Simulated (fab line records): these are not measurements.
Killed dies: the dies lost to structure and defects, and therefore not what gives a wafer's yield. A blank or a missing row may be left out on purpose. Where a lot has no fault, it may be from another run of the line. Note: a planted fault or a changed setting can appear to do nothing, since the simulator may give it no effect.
fab line records    flow nand_harc
[record] lots = 7  wafers = 21  last_day = 24
route steps=1159 shown A_STAIRCASE@694 END@1159
lots untouched by any fault: they come from a run of this same line in which no faults occurred
start_h: hours from the record's opening day to when the first of the lot's shown wafers began    wait_h: hours elapsed since this lot's preceding step    " same as the row above    L1.1+2: a single row standing in for several wafers    - no value, or no start was given    * or withheld: withheld    < > ~ a bound
route shown NAME@n: names a module that has steps shown in the file, with the first one's number in the route    usual: mean/standard deviation taken from wafers without a fault    same: alike in all rows    chamber/n: place in a boat    sites: the reading at each site    _std_site: standard deviation of those values    _edge_site: inner sites' mean taken away from outer sites' mean    radius_mm: how far each site lies from the wafer's centre    mask NAME#n: copy n    behind: the last tool/chamber to shape the wafer    hold: why the lot was held/for how many hours/how that ended    device: the n, p or np transistor that did not switch    end of line: tests run on the same wafers once the route is complete    where a step has no rows: the recipe by itself    killed: dies lost to structure and defects at the first sort, not the wafer's yield    map: per-die view of a wafer (x killed, . not killed, _ where there is no die)
set.NAME: the run value of the setting; set.NAME@STEP: its run value at that earlier step    model.NAME: the simulator's own value behind a step, which no gauge read
a table for each step, a row for each wafer; lots at some steps of the route
services: from which hour (start_h, from the record's first day; less than 0 if before it) a tool's chamber was out of use, for how many hours, and why
[[steps]]
[step NHARC_A_STAIRCASE_STRIP_317]
[recipe] time_s = 900  temp_c = 130  chemistry = SPM
[step NHARC_A_STAIRCASE_PRECLEAN_318]
[recipe] time_s = *  temp_c = 50  bath_age_min = 0  chemistry = SC1
[step NHARC_A_STAIRCASE_SRD_329]
[step NHARC_A_STAIRCASE_ALD_415]
[recipe] target_thk_a = 300  pulse_time_s = 6  ald_cycles = 300  temp_c = 300  material = SiO2
[usual] heater_power_w = 482/68  precursor_pulse_height_rel = 1.001/0.019
lot.wafer  tool       chamber  start_h  wait_h  heater_power_w  precursor_pulse_height_rel
L230.4     ald_hk-04  0        244.09   0.5     444             1.025
L230.2     "          2        "        "       387             1.022
L230.6     "          1        "        "       395             0.994
L236.2     ald_hk-04  2        293.22   1.8     386             0.995
L236.3     "          0        "        "       457             1.005
L236.6     "          2        "        "       395             0.994
L245.2     ald_hk-01  0        345.99   0.8     459             1.006
L245.6     "          1        "        "       480             0.995
L245.5     "          2        "        "       539             1.021
L244.3     ald_hk-04  2        346.60   0.5     386             1.002
L244.5     "          0        "        "       449             0.994
L244.6     "          1        "        "       400             0.997
L246.1     ald_hk-01  3        365.23   0.1     546             1.003
L246.2     "          1        "        "       493             0.984
L246.3     "          2        "        "       533             0.979
L250.4     ald_hk-03  1        379.02   0.6     511             0.998
L250.6     "          3        "        "       655             1.010
L250.5     "          0        "        "       442             1.007
L252.2     ald_hk-01  0        401.14   0.5     480             0.984
L252.3     "          1        "        "       501             0.985
L252.5     "          2        "        "       552             0.988
[step NHARC_A_STAIRCASE_ETCHBACK_416]
[recipe] target_depth_a = 360  time_s = 7.2  c4f8_flow_sccm = withheld  o2_flow_sccm = 8  ar_flow_sccm = withheld  rf_w = 600  bias_w = 800  chemistry = C4F8/O2/Ar
[usual] bias_w = 800.4/2.6  chamber_pressure_mTorr = 25.002/0.025  oes_product_au = 0.934/0.024  rf_vpp_V = 722/3.6
[same] time_s = 7.2
lot.wafer  tool         chamber  start_h  wait_h  bias_w  chamber_pressure_mTorr  oes_product_au  rf_hours_counter_h  rf_vpp_V
L230.4     rie_diel-02  0        -        -       800.2   24.990                  0.926           36                  719
L230.2     "            2        "        "       800.7   25.011                  0.929           36                  719
L230.6     "            3        "        "       800.4   25.034                  0.932           -                   722
L236.3     rie_diel-02  2        -        -       799.4   24.998                  0.921           52                  721
L236.2     "            3        "        "       801.2   24.942                  0.940           50                  721
L236.6     "            3        "        "       803.2   25.001                  0.929           -                   721
L245.2     rie_diel-02  3        -        -       799.5   24.966                  0.950           3                   722
L245.5     "            1        "        "       803.5   24.985                  0.905           -                   717
L245.6     "            2        "        "       800.5   25.011                  0.916           -                   718
L244.3     rie_diel-12  0        -        -       802.0   24.993                  0.905           51                  724
L244.6     "            3        "        "       798.0   24.997                  0.921           -                   724
L244.5     "            0        "        "       802.7   25.013                  0.916           -                   726
L246.1     rie_diel-02  3        -        -       802.3   24.940                  0.948           9                   720
L246.3     "            0        "        "       799.1   25.028                  0.938           9                   718
L246.2     "            1        "        "       799.6   24.987                  0.924           10                  715
L250.4     rie_diel-03  1        -        -       797.1   24.967                  0.929           56                  724
L250.6     "            3        "        "       803.8   25.018                  0.939           -                   723
L250.5     "            0        "        "       804.4   24.995                  0.934           -                   722
L252.3     rie_diel-02  1        -        -       802.9   24.984                  0.929           24                  714
L252.2     "            3        "        "       801.2   25.004                  0.948           24                  721
L252.5     "            2        "        "       797.5   25.001                  0.915           -                   719
[step NHARC_A_STAIRCASE_STRIP_476]
[recipe] time_s = 20  o2_flow_sccm = 500  ar_flow_sccm = 0  bias_w = 0  chemistry = O2
[step NHARC_A_STAIRCASE_DEP_417]
[recipe] target_thk_a = 600  step_coverage_pct = 20  temp_c = 400  target_thk_nm = 60  flow_sccm = 200  rf_w = 450  material = Si3N4
[usual] heater_power_w = 724/99
lot.wafer  tool      chamber  start_h  wait_h  heater_power_w
L230.2     pecvd-04  1        246.58   -       786
L230.4     "         1        "        "       785
L230.6     "         2        "        "       597
L236.2     pecvd-04  0        295.52   -       830
L236.3     "         2        "        "       546
L236.6     "         1        "        "       727
L245.2     pecvd-04  0        347.63   -       825
L245.6     "         1        "        "       699
L245.5     "         0        "        "       872
L244.3     pecvd-03  0        348.76   -       599
L244.5     "         0        "        "       607
L244.6     "         2        "        "       805
L246.1     pecvd-04  1        367.54   -       717
L246.2     "         2        "        "       653
L246.3     "         0        "        "       876
L250.4     pecvd-03  0        381.03   -       628
L250.6     "         1        "        "       753
L250.5     "         2        "        "       676
L252.3     pecvd-04  1        402.93   -       713
L252.2     "         2        "        "       659
L252.5     "         0        "        "       880
[step NHARC_A_STAIRCASE_WET_418]
[recipe] temp_c = 160  target_depth_a = 200  chemistry = H3PO4
[step NHARC_A_STAIRCASE_PRECLEAN_419]
[recipe] time_s = *  temp_c = 50  bath_age_min = 0  chemistry = SC1
[step NHARC_A_STAIRCASE_SRD_421]
[step NHARC_A_STAIRCASE_ALD_420]
[recipe] target_thk_a = 200  pulse_time_s = 6  ald_cycles = 200  temp_c = 300  material = SiO2
[usual] heater_power_w = 486/73  precursor_pulse_height_rel = 1.000/0.02
lot.wafer  tool       chamber  start_h  wait_h  heater_power_w  precursor_pulse_height_rel
L230.4     ald_hk-03  2        250.07   -       429             0.994
L230.2     "          3        "        "       634             0.992
L230.6     "          2        "        "       438             0.967
L236.3     ald_hk-04  1        299.65   -       405             1.003
L236.2     "          2        "        "       393             1.021
L236.6     "          2        "        "       380             1.006
L245.2     ald_hk-04  3        351.80   -       564             1.009
L245.6     "          1        "        "       400             0.991
L245.5     "          2        "        "       391             0.957
L244.3     ald_hk-03  1        351.94   -       510             0.991
L244.6     "          2        "        "       442             1.007
L244.5     "          3        "        "       631             0.972
L246.1     ald_hk-03  2        371.33   -       449             1.032
L246.3     "          3        "        "       630             1.050
L246.2     "          0        "        "       450             1.018
L250.4     ald_hk-03  1        382.94   -       494             1.015
L250.5     "          0        "        "       457             0.985
L250.6     "          1        "        "       490             1.010
L252.2     ald_hk-01  3        404.50   -       529             1.023
L252.3     "          2        "        "       538             1.018
L252.5     "          3        "        "       530             1.019
[step NHARC_A_STAIRCASE_CVD_552]
[recipe] target_thk_a = 400  temp_c = 700  pressure_mtorr = 300  material = SiNx
lot.wafer   tool      chamber  start_h  wait_h
L230.2+4+6  lpcvd-02  1        254.76   -
L236.2+3+6  lpcvd-02  1        303.71   -
L244.3+5+6  lpcvd-02  1        356.16   -
L245.2+5+6  lpcvd-02  1        356.16   -
L245.2+5+6  lpcvd-02  1        361.63   0.7
L246.1+2+3  lpcvd-02  0        376.01   -
L246.1+2+3  lpcvd-02  0        379.83   0.7
L250.4+5+6  lpcvd-02  1        387.48   -
L250.4+5+6  lpcvd-01  1        394.10   1.8
L252.2+3+5  lpcvd-01  1        409.18   -
[step NHARC_A_STAIRCASE_DEP_151]
[recipe] target_thk_a = 38000  temp_c = 400  target_thk_nm = 3800  teos_flow_sccm = 200  rf_w = 500  material = SiO2
[usual] heater_power_w = 666/110
lot.wafer  tool      chamber  start_h  wait_h  heater_power_w
L230.2     pecvd-04  0        258.42   0.6     857
L230.6     "         2        "        "       514
L230.4     "         0        "        "       676
L236.2     pecvd-01  0        307.37   0.5     563
L236.3     "         1        "        "       793
L236.6     "         1        "        "       694
L244.3     pecvd-03  2        361.35   0.4     642
L244.5     "         0        "        "       470
L244.6     "         1        "        "       720
L245.2     pecvd-01  0        367.41   1.0     681
L245.5     "         2        "        "       633
L245.6     "         1        "        "       720
L246.3     pecvd-03  2        383.85   0.9     801
L246.1     "         0        "        "       491
L246.2     "         1        "        "       867
L250.6     pecvd-04  2        399.95   1.0     532
L250.5     "         0        "        "       709
L250.4     "         1        "        "       625
L252.2     pecvd-03  1        412.79   0.4     887
L252.3     "         2        "        "       741
L252.5     "         1        "        "       719
[step NHARC_END_SORT_01]
[recipe] temp_c = 25
[usual] killed_at_array = 28/11  killed_at_other = 0.5/0.87  killed_at_periphery = 2.9/2.2  killed_dies = 32/11  killed_open = 3.2/1.9  killed_short = 1.8/1.4
[same] gross_dies = 677
lot.wafer  tool       chamber  start_h  wait_h  killed_at_array  killed_at_other  killed_at_periphery  killed_dies  killed_open  killed_short
L236.2     prober-02  0        484.29   2.8     35               5                2                    42           1            0
L236.3     prober-02  0        485.11   3.1     33               2                2                    37           4            1
L236.6     prober-02  0        487.54   4.1     33               3                0                    36           1            0
L245.2     prober-01  0        517.11   2.8     675              0                2                    677          1            0
L245.5     prober-01  0        519.53   3.7     675              1                1                    677          1            2
L245.6     prober-01  0        520.33   4.0     676              1                0                    677          4            4
L244.3     prober-02  0        517.71   3.1     15               0                2                    17           5            2
L244.5     prober-02  0        519.31   3.7     8                2                3                    13           6            1
L244.6     prober-02  0        520.11   4.0     12               0                4                    16           4            3
L246.1     prober-02  0        543.00   2.5     676              0                1                    677          2            1
L246.2     prober-02  0        543.81   2.8     674              1                2                    677          3            1
L246.3     prober-02  0        544.63   3.1     672              1                4                    677          2            2
L250.4     prober-02  0        553.32   3.4     670              0                7                    677          3            1
L250.5     prober-02  0        554.12   3.7     671              0                6                    677          3            3
L250.6     prober-02  0        554.91   4.0     672              0                5                    677          2            2
L252.2     prober-02  0        570.37   2.8     38               1                1                    40           0            2
L252.3     prober-02  0        571.18   3.1     34               0                2                    36           3            5
L252.5     prober-02  0        572.80   3.7     28               0                3                    31           2            1
// killed by level:class
L236.2 A_CHANNEL_HOLE_D1:chamber_film_flake=16 A_SLIT:chamber_film_flake=15 THIN_TSV:chamber_film_flake=5 A_STAIRCASE:chamber_film_flake=3 P_ZERO_WELL:chamber_film_flake=2 A_ONON_D1:geometric_particle:open=1
L236.3 A_CHANNEL_HOLE_D1:chamber_film_flake=12 A_SLIT:chamber_film_flake=10 A_STAIRCASE:chamber_film_flake=3 A_BLC:chamber_film_flake=2 THIN_TSV:chamber_film_flake=2 P_GATE:geometric_particle:open=1 P_M1:geometric_particle:open=1 A_ONON_D1:geometric_particle:open=1
L236.6 A_CHANNEL_HOLE_D1:chamber_film_flake=15 A_SLIT:chamber_film_flake=13 THIN_TSV:chamber_film_flake=3 A_M0:geometric_particle:open=1 A_CHANNEL_FILL_D1:chamber_film_flake=1 A_ZERO_WELL:chamber_film_flake=1 A_STAIRCASE:chamber_film_flake=1 A_CONTACT:chamber_film_flake=1
L245.2 A_STAIRCASE:area_cvd=643 A_CHANNEL_HOLE_D1:chamber_film_flake=16 A_SLIT:chamber_film_flake=8 A_STAIRCASE:chamber_film_flake=6 A_CONTACT:chamber_film_flake=2 P_M0:geometric_particle:open=1 P_STI:chamber_film_flake=1
L244.3 A_CHANNEL_HOLE_D1:chamber_film_flake=4 A_CONTACT:chamber_film_flake=3 A_ONON_D1:geometric_particle:open=2 A_CONTACT:geometric_particle:open=2 A_STAIRCASE:chamber_film_flake=2 P_M0:geometric_particle:open=1 A_ONON_D1:geometric_particle:short=1 A_M0:geometric_particle:short=1
L244.5 A_CHANNEL_HOLE_D1:chamber_film_flake=3 A_STAIRCASE:chamber_film_flake=2 P_GATE:geometric_particle:open=1 P_CONTACT:geometric_particle:open=1 A_ONON_D1:geometric_particle:open=1 A_CHANNEL_FILL_D1:geometric_particle:open=1 A_SGD_CUT:geometric_particle:open=1 STARTING-WAFER:geometric_particle:open=1
L245.5 A_STAIRCASE:area_cvd=642 A_SLIT:chamber_film_flake=13 A_CHANNEL_HOLE_D1:chamber_film_flake=9 A_STAIRCASE:chamber_film_flake=5 A_SGD_CUT:geometric_particle:short=1 A_WL_FILL:geometric_particle:short=1 A_CONTACT:geometric_particle:open=1 P_STI:chamber_film_flake=1
L244.6 A_CHANNEL_HOLE_D1:chamber_film_flake=5 A_CONTACT:geometric_particle:open=2 P_GATE:chamber_film_flake=2 A_CONTACT:chamber_film_flake=2 P_GATE:geometric_particle:open=1 P_M1:geometric_particle:open=1 A_ONON_D1:geometric_particle:short=1 A_CHANNEL_FILL_D1:geometric_particle:short=1
L245.6 A_STAIRCASE:area_cvd=631 A_CHANNEL_HOLE_D1:chamber_film_flake=17 A_SLIT:chamber_film_flake=10 A_STAIRCASE:chamber_film_flake=7 A_M0:geometric_particle:short=2 A_M0:chamber_film_flake=2 A_SOURCE_PLATE:geometric_particle:open=1 A_CHANNEL_FILL_D1:geometric_particle:short=1
L246.1 A_STAIRCASE:area_cvd=631 A_SLIT:chamber_film_flake=19 A_CHANNEL_HOLE_D1:chamber_film_flake=17 A_STAIRCASE:chamber_film_flake=7 A_CONTACT:geometric_particle:open=2 P_M2:geometric_particle:short=1
L246.2 A_STAIRCASE:area_cvd=624 A_CHANNEL_HOLE_D1:chamber_film_flake=20 A_SLIT:chamber_film_flake=20 A_STAIRCASE:chamber_film_flake=3 A_CONTACT:chamber_film_flake=3 A_SGD_CUT:geometric_particle:open=2 P_CONTACT:geometric_particle:open=1 A_WL_FILL:geometric_particle:short=1
L246.3 A_STAIRCASE:area_cvd=639 A_CHANNEL_HOLE_D1:chamber_film_flake=16 A_SLIT:chamber_film_flake=11 P_GATE:chamber_film_flake=2 A_CONTACT:chamber_film_flake=2 P_CONTACT:geometric_particle:open=1 P_CONTACT:geometric_particle:short=1 A_WL_FILL:geometric_particle:short=1
L250.4 A_STAIRCASE:area_cvd=646 P_ZERO_WELL:chamber_film_flake=5 A_CHANNEL_HOLE_D1:chamber_film_flake=5 A_CONTACT:chamber_film_flake=4 A_CHANNEL_FILL_D1:chamber_film_flake=3 A_STAIRCASE:chamber_film_flake=3 A_WL_FILL:chamber_film_flake=3 P_CONTACT:geometric_particle:short=1
L250.5 A_STAIRCASE:area_cvd=647 A_CHANNEL_HOLE_D1:chamber_film_flake=11 A_CONTACT:chamber_film_flake=6 P_ZERO_WELL:chamber_film_flake=2 A_WL_FILL:chamber_film_flake=2 P_M0:geometric_particle:short=1 P_M1:geometric_particle:open=1 A_CHANNEL_FILL_D1:geometric_particle:open=1
L250.6 A_STAIRCASE:area_cvd=647 A_CHANNEL_HOLE_D1:chamber_film_flake=7 A_CONTACT:chamber_film_flake=6 A_SGD_CUT:chamber_film_flake=3 P_ZERO_WELL:chamber_film_flake=2 P_GATE:chamber_film_flake=2 A_CHANNEL_FILL_D1:chamber_film_flake=2 A_STAIRCASE:chamber_film_flake=2
L252.2 A_SLIT:chamber_film_flake=19 A_CHANNEL_HOLE_D1:chamber_film_flake=8 A_STAIRCASE:chamber_film_flake=4 A_BONDPAD:chamber_film_flake=4 A_CONTACT:chamber_film_flake=2 P_M1:geometric_particle:short=1 A_SOURCE_PLATE:geometric_particle:short=1 THIN_TSV:chamber_film_flake=1
L252.3 A_SLIT:chamber_film_flake=17 A_CHANNEL_HOLE_D1:chamber_film_flake=5 A_STAIRCASE:chamber_film_flake=2 A_CONTACT:chamber_film_flake=2 A_BONDPAD:chamber_film_flake=2 P_ZERO_WELL:geometric_particle:open=1 P_CONTACT:geometric_particle:short=1 A_ONON_D1:geometric_particle:open=1
L252.5 A_SLIT:chamber_film_flake=12 A_CHANNEL_HOLE_D1:chamber_film_flake=4 A_STAIRCASE:chamber_film_flake=4 A_CONTACT:chamber_film_flake=3 A_BONDPAD:chamber_film_flake=3 P_STI:geometric_particle:short=1 P_CONTACT:geometric_particle:open=1 P_M1:geometric_particle:open=1
// map L245.2 (x killed, . not)
____________x____________
_________xxxxxxx_________
_______xxxxxxxxxxx_______
______xxxxxxxxxxxxx______
_____xxxxxxxxxxxxxxx_____
____xxxxxxxxxxxxxxxxx____
____xxxxxxxxxxxxxxxxx____
___xxxxxxxxxxxxxxxxxxx___
___xxxxxxxxxxxxxxxxxxx___
__xxxxxxxxxxxxxxxxxxxxx__
__xxxxxxxxxxxxxxxxxxxxx__
_xxxxxxxxxxxxxxxxxxxxxxx_
_xxxxxxxxxxxxxxxxxxxxxxx_
_xxxxxxxxxxxxxxxxxxxxxxx_
_xxxxxxxxxxxxxxxxxxxxxxx_
_xxxxxxxxxxxxxxxxxxxxxxx_
xxxxxxxxxxxxxxxxxxxxxxxxx
xxxxxxxxxxxxxxxxxxxxxxxxx
xxxxxxxxxxxxxxxxxxxxxxxxx
xxxxxxxxxxxxxxxxxxxxxxxxx
xxxxxxxxxxxxxxxxxxxxxxxxx
_xxxxxxxxxxxxxxxxxxxxxxx_
_xxxxxxxxxxxxxxxxxxxxxxx_
_xxxxxxxxxxxxxxxxxxxxxxx_
_xxxxxxxxxxxxxxxxxxxxxxx_
_xxxxxxxxxxxxxxxxxxxxxxx_
__xxxxxxxxxxxxxxxxxxxxx__
__xxxxxxxxxxxxxxxxxxxxx__
___xxxxxxxxxxxxxxxxxxx___
___xxxxxxxxxxxxxxxxxxx___
____xxxxxxxxxxxxxxxxx____
____xxxxxxxxxxxxxxxxx____
_____xxxxxxxxxxxxxxx_____
______xxxxxxxxxxxxx______
_______xxxxxxxxxxx_______
_________xxxxxxx_________
____________x____________
// map L246.1 (x killed, . not)
____________x____________
_________xxxxxxx_________
_______xxxxxxxxxxx_______
______xxxxxxxxxxxxx______
_____xxxxxxxxxxxxxxx_____
____xxxxxxxxxxxxxxxxx____
____xxxxxxxxxxxxxxxxx____
___xxxxxxxxxxxxxxxxxxx___
___xxxxxxxxxxxxxxxxxxx___
__xxxxxxxxxxxxxxxxxxxxx__
__xxxxxxxxxxxxxxxxxxxxx__
_xxxxxxxxxxxxxxxxxxxxxxx_
_xxxxxxxxxxxxxxxxxxxxxxx_
_xxxxxxxxxxxxxxxxxxxxxxx_
_xxxxxxxxxxxxxxxxxxxxxxx_
_xxxxxxxxxxxxxxxxxxxxxxx_
xxxxxxxxxxxxxxxxxxxxxxxxx
xxxxxxxxxxxxxxxxxxxxxxxxx
xxxxxxxxxxxxxxxxxxxxxxxxx
xxxxxxxxxxxxxxxxxxxxxxxxx
xxxxxxxxxxxxxxxxxxxxxxxxx
_xxxxxxxxxxxxxxxxxxxxxxx_
_xxxxxxxxxxxxxxxxxxxxxxx_
_xxxxxxxxxxxxxxxxxxxxxxx_
_xxxxxxxxxxxxxxxxxxxxxxx_
_xxxxxxxxxxxxxxxxxxxxxxx_
__xxxxxxxxxxxxxxxxxxxxx__
__xxxxxxxxxxxxxxxxxxxxx__
___xxxxxxxxxxxxxxxxxxx___
___xxxxxxxxxxxxxxxxxxx___
____xxxxxxxxxxxxxxxxx____
____xxxxxxxxxxxxxxxxx____
_____xxxxxxxxxxxxxxx_____
______xxxxxxxxxxxxx______
_______xxxxxxxxxxx_______
_________xxxxxxx_________
____________x____________
[[services]]
tool         chamber  start_h  hours  kind
ald_hk-01    -        228.00   10.0   pm
rie_diel-02  0        233.36   -      clean
pecvd-01     -        237.05   13.0   pm
pecvd-04     -        260.62   1.5    repair
pecvd-01     2        273.73   10.3   repair
rie_diel-02  3        287.61   5.5    repair
pecvd-03     -        292.01   13.0   pm
lpcvd-01     -        314.00   26.0   pm
rie_diel-12  3        319.36   2.0    repair
rie_diel-02  -        327.86   9.0    pm
rie_diel-03  1        332.84   6.5    repair
rie_diel-12  1        337.97   1.2    repair
pecvd-04     2        343.23   18.0   repair
ald_hk-04    -        365.58   10.0   pm
pecvd-04     -        376.19   13.0   pm
pecvd-04     0        376.19   13.0   vent_cycle
pecvd-04     1        376.19   13.0   vent_cycle
pecvd-04     2        376.19   14.4   vent_cycle
rie_diel-12  -        379.86   9.0    pm
rie_diel-02  0        383.46   2.1    repair
rie_diel-02  -        388.79   0.9    repair
pecvd-04     0        389.19   -      clean
pecvd-04     1        389.19   -      clean
rie_diel-03  -        392.39   9.0    pm
[[key]]
[first_sign] step = NHARC_A_STAIRCASE_CVD_552  reading = visit  direction = added
[effect] step = NHARC_END_SORT_01  reading = killed_at_array  direction = up  sigmas = 59  usual = 28  struck = 673
[more_kills_born_at] NHARC_A_STAIRCASE_CVD_552@lpcvd-02 = 3810  NHARC_A_STAIRCASE_CVD_552@lpcvd-01 = 1940
met_at NHARC_A_STAIRCASE_CVD_552
struck_wafers L245.2,L245.5,L245.6,L246.1,L246.2,L246.3,L250.4,L250.5,L250.6
later_rows_left_out L245.2,L245.5,L245.6,L246.1,L246.2,L246.3,L250.4,L250.5,L250.6
tester_left_out L245,L246,L250
[fault] kind = repeated_step_whole  tool = lpcvd-01,lpcvd-02  chamber = -  onset_h = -  steps = NHARC_A_STAIRCASE_CVD_552  times = 1  scope = struck_lots_only
// tester_left_out: of these lots the tester's yield and bins aren't shown, on N5 and GAA mostly nor the transistor test; their killed dies are dies lost to structure and defects alone, not to doping, threshold or leakage, so they don't give the yield
// later_rows_left_out: the simulator's readings of these wafers behind a module that went badly wrong aren't trusted and aren't shown, but for the sort
